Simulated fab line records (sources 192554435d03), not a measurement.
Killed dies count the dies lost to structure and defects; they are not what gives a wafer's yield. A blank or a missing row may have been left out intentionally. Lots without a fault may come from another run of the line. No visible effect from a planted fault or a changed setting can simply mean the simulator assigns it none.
The tool behind it: which one?    flow n5-finfet    33 wafers from 11 lots sampled at 3 of the route's 1938 steps

WHAT EACH GAUGE READ, for each wafer
N5_DUMMY_GATE_INSPECT_27: inspects for defects (brightfield).
lot   measured     on                 raw-defect-count
L075  day 3 08:10  defect-inspect-02  242 330 204
L077  day 3 17:34  defect-inspect-02  190 329 207
L080  day 4 13:50  defect-inspect-01  342 267 321
L082  day 5 02:02  defect-inspect-02  291 272 288
L084  day 5 12:06  defect-inspect-01  336 375 343
L086  day 6 01:02  defect-inspect-02  209 273 192
L088  day 6 13:37  defect-inspect-01  239 243 476
L090  day 7 01:04  defect-inspect-01  331 281 293
L092  day 7 11:33  defect-inspect-01  269 292 261
L094  day 8 01:24  defect-inspect-02  195 347 330
L096  day 8 12:10  defect-inspect-01  242 384 328

WHAT TOOL EACH LOT RAN ON (gives the tool, then ch and the chambers of the sampled wafers, and finally the start)
lot   N5_DUMMY_GATE_HM_OPEN_21           N5_DUMMY_GATE_ETCH_44
L075  rie-diel-01 ch 0,1, day 3 07:25    rie-si-03 ch 1,2, day 3 07:40
L077  rie-diel-01 ch 1,2, day 3 16:55    rie-si-05 ch 1,3, day 3 17:10
L080  rie-diel-03 ch 2,3, day 4 13:01    rie-si-02 ch 0,1,3, day 4 13:16
L082  rie-diel-03 ch 0,2,3, day 5 01:19  rie-si-05 ch 0,1,2, day 5 01:34
L084  rie-diel-03 ch 0,2,3, day 5 11:22  rie-si-05 ch 0,1,3, day 5 11:37
L086  rie-diel-03 ch 0,2,3, day 6 00:23  rie-si-03 ch 1,2, day 6 00:38
L088  rie-diel-01 ch 1,2, day 6 12:56    rie-si-02 ch 1,2, day 6 13:11
L090  rie-diel-03 ch 1,2,3, day 7 00:25  rie-si-03 ch 0,3, day 7 00:40
L092  rie-diel-01 ch 1,2,3, day 7 10:53  rie-si-02 ch 0,2,3, day 7 11:09
L094  rie-diel-01 ch 0,2,3, day 8 00:44  rie-si-05 ch 0,1,3, day 8 00:59
L096  rie-diel-01 ch 1,3, day 8 11:31    rie-si-03 ch 1,3, day 8 11:46
- N5_DUMMY_GATE_HM_OPEN_21: chemistry CH3F/O2, target SiNx, target depth 120 nm, time 171.4 s.
- N5_DUMMY_GATE_ETCH_44: etches poly-Si in HBr/O2, stops on SiO2, target depth 127.5 nm.

THE ANSWER, worked out from the rows above alone
Rule: usual is defined by the lots themselves. Put in order of their means at a reading, lots are off if they are a third of the lots or fewer, leave a main group of 4 or more, and stand apart from it by a gap of 3 or more times the standard deviation of the main group's means; of several such gaps the widest counts. Not used: any main group whose means are identical at the precision the tables above print for the reading. Also off: a lot with no number at a reading for which 4 or more lots have one. Where the step has rows for the other lots, those lots are counted as sound.
No lot is off on any of the readings shown, so nothing can be concluded from this.

WHAT THE SIMULATOR HAD INSERTED
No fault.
